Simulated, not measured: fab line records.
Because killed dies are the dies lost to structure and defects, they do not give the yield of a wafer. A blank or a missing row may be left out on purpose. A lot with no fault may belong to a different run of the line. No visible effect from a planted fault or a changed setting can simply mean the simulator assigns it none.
Which tool was responsible? + flow n5-finfet + 11 lots, 33 wafers sampled, at 2 steps of a route of 1938

WHAT THE GAUGES READ, wafer by wafer
N5_MOL_CONTACT_COAG_OVL_MEAS_41.
| lot  | measured     | on         | VD_OVL (nm)   |
|------|--------------|------------|---------------|
| L794 | day 6 10:07  | overlay-01 | 0.9 0.3 1.1   |
| L795 | day 6 13:10  | overlay-02 | -1.0 0.5 0.1  |
| L796 | day 6 22:14  | overlay-02 | 0.4 0.6 2.0   |
| L797 | day 7 05:59  | overlay-01 | 0.0 0.9 0.9   |
| L798 | day 7 13:52  | overlay-01 | 1.7 0.4 1.2   |
| L800 | day 7 22:24  | overlay-02 | -0.5 0.2 0.0  |
| L801 | day 8 01:38  | overlay-02 | 0.1 0.3 0.0   |
| L803 | day 8 20:15  | overlay-02 | -0.7 1.0 -0.4 |
| L807 | day 9 16:49  | overlay-02 | -0.3 0.7 0.0  |
| L808 | day 9 20:41  | overlay-02 | 0.7 -0.6 0.0  |
| L809 | day 10 04:19 | overlay-01 | 0.1 -0.2 0.0  |

WHICH TOOL RAN EACH LOT (tool, then ch and the chambers of the sampled wafers, then the start)
| lot  | N5_MOL_CONTACT_COAG_VIA_ETCH_46    |
|------|------------------------------------|
| L794 | rie-diel-05 ch 0,2,3, day 6 09:18  |
| L795 | rie-diel-05 ch 0,2, day 6 12:28    |
| L796 | rie-diel-04 ch 2,3, day 6 21:32    |
| L797 | rie-diel-04 ch 0,1,2, day 7 05:17  |
| L798 | rie-diel-03 ch 0,1,2, day 7 13:10  |
| L800 | rie-diel-04 ch 0,2,3, day 7 21:35  |
| L801 | rie-diel-05 ch 1,3, day 8 00:56    |
| L803 | rie-diel-04 ch 0,2,3, day 8 19:25  |
| L807 | rie-diel-05 ch 0,1,2, day 9 16:01  |
| L808 | rie-diel-04 ch 0,2,3, day 9 19:52  |
| L809 | rie-diel-05 ch 1,2,3, day 10 03:38 |
- N5_MOL_CONTACT_COAG_VIA_ETCH_46: etches SiO2 in C4F6/O2, target depth 46 nm, overetch 9.2 nm, time 40 s.

THE ANSWER, worked out from the rows above alone
Rule: the usual values come from the lots themselves. Put in order of their means at a reading, lots are off if they are a third of the lots or fewer, leave a main group of 4 or more, and stand apart from it by a gap of 3 or more times the standard deviation of the main group's means; of several such gaps the widest counts. Not used: any main group whose means are identical at the precision the tables above print for the reading. Also off: a lot with no number at a reading for which 4 or more lots have one. Where the step has rows for the other lots, those lots are counted as sound.
Across all readings shown, no lot is off: no conclusion can be drawn from this.

WHAT THE SIMULATOR HAD INSERTED
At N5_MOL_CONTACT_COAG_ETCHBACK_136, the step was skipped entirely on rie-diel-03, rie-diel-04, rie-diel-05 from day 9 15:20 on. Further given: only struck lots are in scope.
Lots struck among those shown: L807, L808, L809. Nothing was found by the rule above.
